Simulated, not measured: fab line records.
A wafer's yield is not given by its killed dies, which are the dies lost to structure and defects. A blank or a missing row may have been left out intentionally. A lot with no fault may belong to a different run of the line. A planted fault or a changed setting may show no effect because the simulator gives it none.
fab line records ; flow n5Finfet
record: lots: 11; wafers: 30; lastDay: 20
route steps=1938 shown SDB@364 HKMG_FIN@402 PASSIVATION@1936
lots that met no fault: taken from a fault-free run of the same line
startH: hours from the record's first day to the start of the lot's first wafer shown ; waitH: hours from the lot's prior step to this one ; " the same as in the row above ; L1.1+2: one row covering several wafers at once ; - no value present, or no start provided ; * or withheld: withheld ; < > ~ a bound
route shown NAME@n: NAME is a module with steps in the file, n the number in the route of the first one ; usual: mean/standard deviation of fault-free wafers ; same: alike in all rows ; chamber/n: place in a boat ; sites: per-site readings ; _std_site: the standard deviation of these ; _edge_site: inner sites' mean taken away from outer sites' mean ; radiusMm: how far each site lies from the wafer's centre ; mask NAME#n: copy n ; behind: the tool/chamber that last shaped the wafer ; hold: cause of the lot's hold/its duration in hours/its outcome ; device: the n, p or np transistor that did not switch ; end of line: at the end of the route, the tests of the same wafers ; for a step that has no rows: nothing shown but its recipe ; killed: dies that structure and defects cost at the first sort, which is not the same as the wafer's yield ; map: a wafer's dies, x killed, . not, _ none there
set.NAME: the setting the step ran with; set.NAME@STEP: the setting that earlier step ran with ; model.NAME: the simulator's own value behind a step, which no gauge read
a sample of lots followed through the steps of the route, with each step as a table and each wafer as a row
services: from which hour (startH, from the record's first day; less than 0 if before it) a tool's chamber was out of use, for how many hours, and why
== steps ==
step: N5_SDB_HM_OPEN_20
recipe: chemistry: CH3F/O2; target: SiNx; maskMaterial: SOC; targetDepthA: 240; stopOn: poly-Si; overEtchFrac: 0.4; ionEnergyEv: 120; pressureMtorr: 30; sourceW: 395; biasW: 73; Ar_flow_sccm: 150; CH3F_flow_sccm: 30; O2_flow_sccm: 20
usual: drypumpMotorCurrentA: 5.6/0.41; oesProductAu: 0.62/0.043; rfVppV: 298/7; showerheadPlenumPTorr: 1.99/0.075; throttleValvePct: 16.39/0.19
lot.wafer;tool;chamber;startH;waitH;drypumpMotorCurrentA;oesProductAu;rfHoursCounterH;rfVppV;showerheadPlenumPTorr;throttleValvePct
L996.2;rieDiel-05;2;66.11;0.0;5.3;0.60;180;301;2.09;16.48
L996.3;rieDiel-05;1;66.11;0.0;6.2;0.67;97;298;2.01;16.54
L996.5;rieDiel-05;3;66.11;0.0;5.4;0.60;-;292;1.92;16.36
L997.3;rieDiel-05;3;78.23;0.0;5.5;0.58;199;293;1.92;16.34
L997.5;rieDiel-05;1;78.23;0.0;6.2;0.67;-;298;2.01;16.52
L997.6;rieDiel-05;0;78.23;0.0;5.2;0.64;-;296;1.91;16.16
L998.4;rieDiel-05;2;82.91;0.0;5.3;0.60;185;301;2.09;16.51
L998.5;rieDiel-05;3;82.91;0.0;5.4;0.59;-;293;1.92;16.33
L102.1;rieDiel-05;2;102.93;0.0;5.3;0.60;191;300;2.09;16.51
L102.3;rieDiel-05;3;102.93;0.0;5.5;0.58;205;294;1.92;16.36
L102.6;rieDiel-05;2;102.93;0.0;5.3;0.60;-;300;2.09;16.48
L103.2;rieDiel-04;1;108.76;0.0;6.2;0.61;157;292;1.93;16.58
L103.3;rieDiel-04;2;108.76;0.0;5.6;0.75;10;298;2.07;16.54
L103.4;rieDiel-04;3;108.76;0.0;5.5;0.65;125;287;1.92;16.29
L105.2;rieDiel-05;2;123.58;0.0;5.3;0.59;197;301;2.09;16.52
L105.6;rieDiel-05;2;123.58;0.0;5.3;0.60;-;300;2.09;16.52
L111.2;rieDiel-01;2;157.99;0.0;5.1;0.57;198;294;1.99;16.55
L111.6;rieDiel-01;2;157.99;0.0;5.1;0.59;-;292;1.99;16.55
L112.1;rieDiel-05;1;161.81;0.0;6.1;0.62;129;299;2.00;16.58
L112.3;rieDiel-05;3;161.81;0.0;5.5;0.55;225;294;1.91;16.38
L112.5;rieDiel-05;3;161.81;0.0;5.4;0.56;-;294;1.91;16.39
L113.1;rieDiel-01;2;169.63;0.0;5.1;0.60;202;293;1.99;16.56
L113.4;rieDiel-01;0;169.63;0.0;6.2;0.56;230;291;2.07;16.60
L113.5;rieDiel-01;3;169.63;0.0;5.0;0.65;-;301;1.92;16.40
L116.4;rieDiel-05;0;185.19;0.0;5.1;0.61;190;298;1.90;16.23
L116.5;rieDiel-05;1;185.19;0.0;6.1;0.63;-;298;1.99;16.61
L116.6;rieDiel-05;0;185.19;0.0;5.1;0.62;-;297;1.90;16.22
L119.1;rieDiel-05;2;208.04;0.0;5.3;0.56;227;299;2.08;16.57
L119.4;rieDiel-05;0;208.04;0.0;5.2;0.61;195;297;1.90;16.24
L119.6;rieDiel-05;1;208.04;0.0;6.2;0.63;-;300;1.99;16.60
step: N5_SDB_STRIP_22
recipe: chemistry: N2/H2; powerW: 1000; tempC: 250; h2Frac: 0.65; overashFraction: 0.3; pressureMtorr: withheld; n2FlowSccm: 1750; h2FlowSccm: 3250
usual: drypumpMotorCurrentA: 6.05/0.19; heaterPowerW: 323/23; oesProductAu: 0.715/0.0046; stripTimeToEndpointS: 96.3/0.44
lot.wafer;tool;chamber;startH;waitH;drypumpMotorCurrentA;heaterPowerW;oesProductAu;rfHoursCounterH;stripTimeToEndpointS
L996.2;plasmaAsher-02;1;66.19;0.1;5.75;348;0.710;84;97.0
L996.3;plasmaAsher-02;1;66.19;0.1;5.77;350;0.713;-;96.5
L996.5;plasmaAsher-02;0;66.19;0.1;6.17;313;0.721;-;96.9
L997.3;plasmaAsher-02;1;78.35;0.1;5.76;350;0.712;-;96.4
L997.5;plasmaAsher-02;1;78.35;0.1;5.77;346;0.718;-;96.1
L997.6;plasmaAsher-02;0;78.35;0.1;6.17;307;0.719;-;96.2
L998.4;plasmaAsher-01;0;83.04;0.1;6.08;293;0.713;-;96.6
L998.5;plasmaAsher-01;1;83.04;0.1;6.24;327;0.708;-;96.9
L102.1;plasmaAsher-02;1;103.01;0.1;5.77;348;0.717;92;96.9
L102.3;plasmaAsher-02;0;103.01;0.1;6.16;312;0.724;-;97.0
L102.6;plasmaAsher-02;1;103.01;0.1;5.74;352;0.718;-;97.0
L103.2;plasmaAsher-02;1;108.84;0.1;5.76;353;0.713;94;96.7
L103.3;plasmaAsher-02;0;108.84;0.1;6.19;311;0.713;-;95.8
L103.4;plasmaAsher-02;1;108.84;0.1;5.76;356;0.707;-;95.8
L105.2;plasmaAsher-01;0;123.66;0.1;6.11;296;0.716;46;97.0
L105.6;plasmaAsher-01;1;123.66;0.1;6.17;333;0.712;-;96.9
L111.2;plasmaAsher-02;0;158.07;0.1;6.16;320;0.711;103;96.5
L111.6;plasmaAsher-02;0;158.07;0.1;6.15;315;0.716;-;96.7
L112.1;plasmaAsher-01;0;162.27;0.4;6.08;287;0.710;54;95.4
L112.3;plasmaAsher-01;0;162.27;0.4;6.08;296;0.718;-;96.3
L112.5;plasmaAsher-01;1;162.27;0.4;6.21;323;0.705;-;96.3
L113.1;plasmaAsher-01;0;169.71;0.1;6.08;294;0.715;56;96.1
L113.4;plasmaAsher-01;0;169.71;0.1;6.07;296;0.712;-;96.0
L113.5;plasmaAsher-01;1;169.71;0.1;6.17;330;0.716;-;96.4
L116.4;plasmaAsher-02;1;185.31;0.1;5.75;352;0.711;-;96.6
L116.5;plasmaAsher-02;0;185.31;0.1;6.18;309;0.720;-;95.9
L116.6;plasmaAsher-02;1;185.31;0.1;5.75;346;0.709;-;96.3
L119.1;plasmaAsher-02;1;208.12;0.1;5.76;364;0.714;110;96.4
L119.4;plasmaAsher-02;1;208.12;0.1;5.76;352;0.719;-;96.5
L119.6;plasmaAsher-02;1;208.12;0.1;5.76;353;0.716;-;95.6
step: N5_HKMG_FIN_ETCH_54
recipe: chemistry: CF4; target: SiARC; targetDepthA: 455; maskMaterial: CAR-ArF; timeS: 75.8; ionEnergyEv: 80; pressureMtorr: 40; sourceW: 545; biasW: 36; Ar_flow_sccm: 100; cf4FlowSccm: 100; ends: cleared
usual: drypumpMotorCurrentA: 5.7/0.37; etchRfOnTimeS: 74.9/2.4; oesProductAu: 0.67/0.058; rfVppV: 183.7/1.1; showerheadPlenumPTorr: 2.12/0.066; throttleValvePct: 15.62/0.24
lot.wafer;tool;chamber;startH;waitH;drypumpMotorCurrentA;etchRfOnTimeS;oesProductAu;rfHoursCounterH;rfVppV;showerheadPlenumPTorr;throttleValvePct
L996.2;rieDiel-04;0;71.75;0.0;5.8;76.6;0.68;95;185.3;2.14;15.11
L996.3;rieDiel-04;1;71.75;0.0;6.1;76.3;0.65;142;183.9;2.08;15.87
L996.5;rieDiel-04;0;71.75;0.0;5.8;76.7;0.68;-;183.9;2.14;15.12
L997.3;rieDiel-01;2;83.51;0.0;5.1;74.5;0.63;173;185.4;2.12;15.64
L997.5;rieDiel-01;0;83.51;0.0;6.3;74.1;0.61;-;183.7;2.21;15.76
L997.6;rieDiel-01;3;83.51;0.0;5.0;77.3;0.68;-;183.7;2.07;15.65
L998.4;rieDiel-04;3;88.24;0.0;5.5;71.5;0.70;118;183.4;2.06;15.54
L998.5;rieDiel-04;1;88.24;0.0;6.1;75.6;0.65;-;182.7;2.08;15.88
L102.1;rieDiel-05;1;108.82;0.0;6.2;73.4;0.70;109;183.2;2.14;15.75
L102.3;rieDiel-05;2;108.82;0.0;5.3;78.6;0.61;193;184.2;2.22;15.68
L102.6;rieDiel-05;3;108.82;0.0;5.5;76.7;0.60;-;181.9;2.05;15.60
L103.2;rieDiel-01;0;114.13;0.0;6.2;74.2;0.60;214;184.6;2.21;15.79
L103.3;rieDiel-01;3;114.13;0.0;5.1;78.1;0.66;115;183.3;2.07;15.67
L103.4;rieDiel-01;1;114.13;0.0;5.8;78.1;0.69;89;186.1;2.26;15.36
L105.2;rieDiel-04;3;129.40;0.0;5.5;72.0;0.69;131;182.2;2.06;15.56
L105.6;rieDiel-04;3;129.40;0.0;5.5;71.9;0.69;-;181.9;2.06;15.58
L111.2;rieDiel-05;3;164.63;0.0;5.5;77.3;0.58;227;183.7;2.05;15.62
L111.6;rieDiel-05;0;164.63;0.0;5.1;75.4;0.64;-;183.8;2.04;15.42
L112.1;rieDiel-04;0;167.75;0.0;5.8;76.6;0.66;125;184.3;2.13;15.16
L112.3;rieDiel-04;1;167.75;0.0;6.1;76.4;0.63;172;183.7;2.07;15.92
L112.5;rieDiel-04;2;167.75;0.0;5.6;72.1;0.79;-;184.5;2.20;15.81
L113.1;rieDiel-04;0;175.15;0.0;5.8;77.2;0.66;127;183.6;2.13;15.17
L113.4;rieDiel-04;2;175.15;0.0;5.6;71.1;0.78;28;184.6;2.20;15.80
L113.5;rieDiel-04;2;175.15;0.0;5.6;71.4;0.79;-;185.2;2.20;15.80
L116.4;rieDiel-04;3;191.11;0.0;5.5;72.1;0.67;148;182.3;2.05;15.59
L116.5;rieDiel-04;1;191.11;0.0;6.1;75.6;0.63;-;181.4;2.07;15.93
L116.6;rieDiel-04;0;191.11;0.0;5.8;76.2;0.66;-;183.0;2.13;15.18
L119.1;rieDiel-04;0;213.58;0.0;5.8;77.3;0.65;140;185.9;2.12;15.20
L119.4;rieDiel-04;3;213.58;0.0;5.5;71.3;0.67;156;182.6;2.05;15.62
L119.6;rieDiel-04;2;213.58;0.0;5.6;71.4;0.77;-;184.5;2.20;15.82
step: N5_HKMG_FIN_ALD_79
recipe: material: TiN; targetThkA: 15; tempC: 400; aldPrecursorFamily: TiCl4; aldCoReactant: NH3; pulseTimeS: 1; purgeTimeS: 3; coReactantPurgeTimeS: 2; coReactantPulseTimeS: 2; aldCycles: 68; pressureTorr: 3
usual: aldCycles: 68/0; chamberPressureTorr: 2.999/0.0066; heaterPowerW: 883/77; precursorPulseHeightRel: 1.001/0.019; purgeTimeS: 3/0
lot.wafer;tool;chamber;startH;waitH;aldCycles;chamberPressureTorr;heaterPowerW;precursorPulseHeightRel;purgeTimeS
L996.2;aldMetal-03;1;73.18;0.0;68;3.009;848;1.005;3
L996.3;aldMetal-03;2;73.18;0.0;68;2.999;1015;1.003;3
L996.5;aldMetal-03;1;73.18;0.0;68;3.000;851;0.979;3
L997.3;aldMetal-04;1;84.95;0.0;68;2.993;993;0.986;3
L997.5;aldMetal-04;3;84.95;0.0;68;2.990;848;1.033;3
L997.6;aldMetal-04;0;84.95;0.0;68;3.001;739;1.030;3
L998.4;aldMetal-04;0;89.57;0.0;68;2.990;717;0.991;3
L998.5;aldMetal-04;3;89.57;0.0;68;3.004;875;1.001;3
L102.1;aldMetal-03;0;110.15;0.0;-;-;-;-;-
L102.3;aldMetal-03;1;110.15;0.0;-;-;-;-;-
L102.6;aldMetal-03;1;110.15;0.0;-;-;-;-;-
L103.2;aldMetal-03;1;115.46;0.0;-;-;-;-;-
L103.3;aldMetal-03;3;115.46;0.0;-;-;-;-;-
L103.4;aldMetal-03;0;115.46;0.0;-;-;-;-;-
L105.2;aldMetal-03;2;130.93;0.0;68;2.987;1009;1.006;3
L105.6;aldMetal-03;0;130.93;0.0;68;2.991;817;1.001;3
L111.2;aldMetal-01;1;165.97;0.0;68;3.003;953;1.015;3
L111.6;aldMetal-01;1;165.97;0.0;68;2.989;981;1.029;3
L112.1;aldMetal-03;2;169.09;0.0;68;2.997;1018;1.038;3
L112.3;aldMetal-03;1;169.09;0.0;68;3.000;834;0.990;3
L112.5;aldMetal-03;0;169.09;0.0;68;2.992;839;1.015;3
L113.1;aldMetal-01;3;176.49;0.0;68;3.008;810;1.021;3
L113.4;aldMetal-01;3;176.49;0.0;68;3.007;805;1.019;3
L113.5;aldMetal-01;1;176.49;0.0;68;3.007;944;1.000;3
L116.4;aldMetal-04;1;192.44;0.0;68;2.997;979;1.054;3
L116.5;aldMetal-04;3;192.44;0.0;68;2.996;864;1.011;3
L116.6;aldMetal-04;0;192.44;0.0;68;2.994;746;0.973;3
L119.1;aldMetal-03;1;214.91;0.0;68;3.004;828;0.969;3
L119.4;aldMetal-03;2;214.91;0.0;68;3.000;1015;1.013;3
L119.6;aldMetal-03;1;214.91;0.0;68;3.005;856;0.996;3
step: N5_PASSIVATION_PROBE_49
usual: killed_at_M0_to_M3: 36/10; killed_at_M4_up: 14/5.2; killedAtContacts: 12/6; killedAtFrontEnd: 37/10; killedAtOther: 4/3.3; killedDies: 104/18; killedOnRim: 14/4.1; killedOpen: 68/14; killedShort: 34/7.4
same: grossDies: 1180; killedAtBackSide: 0
lot.wafer;tool;chamber;startH;waitH;killed_at_M0_to_M3;killed_at_M4_up;killedAtContacts;killedAtFrontEnd;killedAtOther;killedDies;killedOnRim;killedOpen;killedShort
L102.1;prober-01;-;362.77;0.0;37;13;16;444;4;514;123;102;40
L102.3;prober-01;-;362.87;0.1;47;10;23;387;3;470;20;85;49
L102.6;prober-01;-;363.02;0.3;23;9;20;430;3;485;22;58;35
L103.2;prober-01;-;378.03;0.1;29;11;13;434;4;491;23;64;32
L103.3;prober-01;-;378.08;0.1;39;25;12;397;4;477;18;88;30
L103.4;prober-01;-;378.13;0.2;24;18;8;422;5;477;122;59;32
L111.2;prober-01;-;399.11;0.1;49;10;7;40;8;114;12;75;31
L111.6;prober-01;-;399.31;0.3;23;13;3;28;3;70;14;49;20
L113.1;prober-01;-;420.03;0.0;25;9;7;32;14;87;14;45;34
L113.4;prober-01;-;420.18;0.2;29;21;8;37;10;105;19;67;34
L113.5;prober-01;-;420.23;0.2;36;13;9;26;11;95;17;60;30
killed by level:class
L102.1 HKMG_FIN:areaAld=372 FIN_SAQP:geometricParticle:open=23 STI_FIN_REVEAL:geometricParticle:open=23 MOL_CONTACT_COAG:geometricParticle:open=12 FIN_SAQP:geometricParticle:short=11 BEOL_M2:geometricParticle:open=9 BEOL_M0_SAQP:geometricParticle:short=7 BEOL_M3:geometricParticle:open=6
L102.3 HKMG_FIN:areaAld=336 FIN_SAQP:geometricParticle:open=19 MOL_CONTACT_COAG:geometricParticle:open=15 BEOL_M2:geometricParticle:open=14 FIN_SAQP:geometricParticle:short=12 BEOL_M0_SAQP:geometricParticle:short=10 MOL_CONTACT_COAG:geometricParticle:short=8 ILD0:geometricParticle:short=7
L102.6 HKMG_FIN:areaAld=391 MOL_CONTACT_COAG:geometricParticle:open=15 BEOL_M3:geometricParticle:open=9 FIN_SAQP:geometricParticle:short=8 STI_FIN_REVEAL:geometricParticle:open=7 FIN_SAQP:geometricParticle:open=6 GATE_CUT:geometricParticle:short=5 MOL_CONTACT_COAG:geometricParticle:short=5
L103.2 HKMG_FIN:areaAld=392 FIN_SAQP:geometricParticle:short=15 BEOL_M2:geometricParticle:open=13 FIN_SAQP:geometricParticle:open=11 MOL_CONTACT_COAG:geometricParticle:open=11 STI_FIN_REVEAL:geometricParticle:open=8 BEOL_M3:geometricParticle:open=6 BEOL_M0_SAQP:geometricParticle:short=4
L103.3 HKMG_FIN:areaAld=358 BEOL_M4:geometricParticle:open=16 MOL_CONTACT_COAG:geometricParticle:open=10 BEOL_M0_SAQP:geometricParticle:open=9 BEOL_M2:geometricParticle:open=9 FIN_SAQP:geometricParticle:open=8 STI_FIN_REVEAL:geometricParticle:open=8 BEOL_M1:geometricParticle:open=7
L103.4 HKMG_FIN:areaAld=385 STI_FIN_REVEAL:geometricParticle:open=8 BEOL_M0_SAQP:geometricParticle:short=7 MOL_CONTACT_COAG:geometricParticle:open=6 BEOL_M0_SAQP:geometricParticle:open=6 BEOL_M4:geometricParticle:open=6 DUMMY_GATE:geometricParticle:open=5 GATE_CUT:geometricParticle:short=5
L111.2 BEOL_M0_SAQP:geometricParticle:open=15 BEOL_M3:geometricParticle:open=11 BEOL_M0_SAQP:geometricParticle:short=8 HKMG_FIN:areaEtch=8 MOL_CONTACT_COAG:geometricParticle:open=7 FIN_SAQP:geometricParticle:open=6 BEOL_M4:geometricParticle:open=6 STI_FIN_REVEAL:geometricParticle:open=5
L111.6 BEOL_M0_SAQP:geometricParticle:open=7 BEOL_M3:geometricParticle:open=7 FIN_SAQP:geometricParticle:open=6 BEOL_M4:geometricParticle:open=6 GATE_CUT:geometricParticle:short=5 STI_FIN_REVEAL:geometricParticle:open=4 BEOL_M0_SAQP:geometricParticle:short=4 FIN_SAQP:geometricParticle:short=3
L113.1 STI_FIN_REVEAL:geometricParticle:open=8 MOL_CONTACT_COAG:geometricParticle:open=6 PASSIVATION:areaEtch=6 BEOL_M0_SAQP:geometricParticle:short=5 BEOL_M4:geometricParticle:open=5 STARTING-WAFER:geometricParticle:short=5 FIN_SAQP:geometricParticle:short=4 GATE_CUT:geometricParticle:short=4
L113.4 BEOL_M0_SAQP:geometricParticle:open=8 BEOL_M0_SAQP:geometricParticle:short=7 BEOL_M3:geometricParticle:open=7 BEOL_M4:geometricParticle:open=7 BEOL_M3:geometricParticle:short=6 GATE_CUT:geometricParticle:short=6 MOL_CONTACT_COAG:geometricParticle:open=6 BEOL_M5:geometricParticle:open=6
L113.5 FIN_SAQP:geometricParticle:open=8 MOL_CONTACT_COAG:geometricParticle:open=8 BEOL_M3:geometricParticle:open=8 BEOL_M4:geometricParticle:open=8 BEOL_M0_SAQP:geometricParticle:short=6 GATE_CUT:geometricParticle:short=5 BEOL_M0_SAQP:geometricParticle:open=5 FIN_SAQP:geometricParticle:short=4
== services ==
tool;chamber;startH;hours;kind
rieDiel-04;2;60.97;-;clean
rieDiel-04;2;60.97;-;consumableReplace:focusRing
rieDiel-04;2;60.97;17.9;scheduledDown
rieDiel-04;2;60.97;17.9;ventCycle
aldMetal-01;1;94.84;24.8;repair
plasmaAsher-02;-;102.12;0.7;repair
aldMetal-04;2;111.80;4.2;repair
plasmaAsher-01;-;149.75;0.5;repair
aldMetal-01;2;157.06;20.6;repair
plasmaAsher-02;-;158.29;5.8;repair
rieDiel-01;2;171.91;16.9;repair
aldMetal-04;-;187.06;0.8;repair
rieDiel-04;2;196.85;3.7;repair
aldMetal-01;-;200.19;1.3;repair
== key ==
firstSign: step: N5_HKMG_FIN_ALD_79; reading: toolRecord; direction: missing
effect: step: N5_PASSIVATION_PROBE_49; reading: killedAtFrontEnd; direction: up; sigmas: 37; usual: 37; struck: 419
moreKillsBornAt: N5_HKMG_FIN_ALD_79@aldMetal-03: 2234
metAt N5_HKMG_FIN_ALD_79
struckLots L102,L103
testerLeftOut L102,L103
notActingAt N5_SDB_HM_OPEN_20,N5_SDB_STRIP_22,N5_HKMG_FIN_ETCH_54
onsetBetween 73.18 110.15
fault: kind: skippedStepWhole; tool: aldMetal-03; chamber: -; onsetH: 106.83; steps: N5_HKMG_FIN_ALD_79; scope: struckLotsOnly
testerLeftOut: of these lots the tester's yield and bins aren't shown, on N5 and GAA mostly nor the transistor test; their killed dies are dies lost to structure and defects alone, not to doping, threshold or leakage, so they don't give the yield
